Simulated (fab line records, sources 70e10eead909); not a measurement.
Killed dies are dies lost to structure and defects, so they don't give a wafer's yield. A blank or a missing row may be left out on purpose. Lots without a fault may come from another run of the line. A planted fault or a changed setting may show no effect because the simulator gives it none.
A struck lot beside a sound one | flow nand_harc | 15 steps out of a route of 1302
Sound: wafers L837.1, L837.4, L837.5. Struck: wafers L848.4, L848.6. (L848.5 of the same lot was not struck and is left out.) The cause comes at the end.
At each step with rows: each side's tool, then ch and its chambers, then its first start. Under that, the readings that differ: sound wafers | struck wafers | difference of the means | sigmas: that difference in standard deviations of wafers without a fault.
alike: readings whose means differ by less than 2 such deviations, and words and numbers that are the same on both sides. not compared: withheld readings, readings that some wafer has no value for, bounds like >300 that may hide the same value, and numbers for which the record gives no deviation and whose values overlap.
The two part at a step that has a row with sigmas, a row that says differs or no value, or rows on one side only. Numbers that don't overlap but have no deviation are shown without sigmas and don't part them. A reading that every wafer of one side lacks parts them only if that side has two wafers or more.

first, 8 steps without rows for these wafers: NHARC_A_CHANNEL_HOLE_D1_COAT_36 (time 75 s); NHARC_A_CHANNEL_HOLE_D1_COAT_37 (time 65 s); NHARC_A_CHANNEL_HOLE_D1_COAT_04 (resist thk 90 nm); NHARC_A_CHANNEL_HOLE_D1_SOFTBAKE_05 (time 55 s); NHARC_A_CHANNEL_HOLE_D1_EBR_06; NHARC_A_CHANNEL_HOLE_D1_EXPOSE_07 (exposes mask HOLE D1, target cd 100 nm); NHARC_A_CHANNEL_HOLE_D1_PEB_08 (peb time 65 s); NHARC_A_CHANNEL_HOLE_D1_DEVELOP_09 (develop time 35 s).
NHARC_A_CHANNEL_HOLE_D1_CD_MEAS_10: target cd 100 nm.
  sound on cd_sem-02 ch 0, day 9 05:10; struck on cd_sem-03 ch 0, day 14 05:04
  alike: cd_nm
NHARC_A_CHANNEL_HOLE_D1_OVL_MEAS_11:
  sound on overlay-01, day 9 05:15; struck on overlay-02, day 14 05:10
  alike: overlay_x_nm, overlay_y_nm
NHARC_A_CHANNEL_HOLE_D1_INSPECT_12:
  sound on defect_inspect-02, day 9 05:17; struck on defect_inspect-02, day 14 05:11
  alike: raw_defect_count
NHARC_A_CHANNEL_HOLE_D1_DESCUM_15: chemistry O2, time 3 s.
  sound on rie_diel-02 ch 0,2,3, day 9 05:21; struck on rie_diel-02 ch 2,3, day 14 05:17
  alike: drypump_motor_current_A, oes_product_au, rf_vpp_V, showerhead_plenum_p_Torr, throttle_valve_pct
  not compared: rf_hours_counter_h
NHARC_A_CHANNEL_HOLE_D1_ETCH_38: etches the open film in CF4, target depth 39 nm, time 65 s.
  sound on rie_diel-02 ch 1,2,3, day 9 05:26; struck on rie_diel-02 ch 2,3, day 14 05:20
  reading               | sound             | struck      | difference | sigmas
  oes_product_au (a.u.) | 1.006 1.017 1.010 | 0.839 0.836 | -0.173     | -21
  alike: drypump_motor_current_A, rf_fwd_power_W, rf_vpp_V, showerhead_plenum_p_Torr, throttle_valve_pct
  not compared: rf_hours_counter_h
NHARC_A_CHANNEL_HOLE_D1_ETCH_39: etches the open film in N2/H2, target depth 260 nm, time 325 s.
  sound on rie_diel-02 ch 0,3; struck on rie_diel-02 ch 0,3
  alike: drypump_motor_current_A, oes_product_au, rf_fwd_power_W, rf_vpp_V, showerhead_plenum_p_Torr, throttle_valve_pct
  not compared: rf_hours_counter_h
-- the record jumps here: 16 days lie between the struck wafers' starts before and after (it left off in module A_CHANNEL_HOLE_D1 and takes up again in module END, whose first step shown is number 1302 of the route) --
NHARC_END_SORT_01:
  sound on prober-01 ch 0, day 24 13:59; struck on prober-02 ch 0, day 30 14:28
  reading         | sound    | struck  | difference | sigmas
  killed_at_array | 58 69 55 | 222 246 | +173       | +12
  killed_dies     | 65 74 60 | 229 249 | +173       | +12
  alike: killed_at_other, killed_at_periphery, killed_open, killed_short

WHERE THEY PART
First at NHARC_A_CHANNEL_HOLE_D1_ETCH_38; last, within this record, at NHARC_END_SORT_01.

WHY: what the simulator had put in
Process parameter drift: rie_diel-02, from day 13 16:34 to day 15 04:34, at NHARC_A_CHANNEL_HOLE_D1_ETCH_38. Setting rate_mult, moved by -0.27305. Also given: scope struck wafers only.
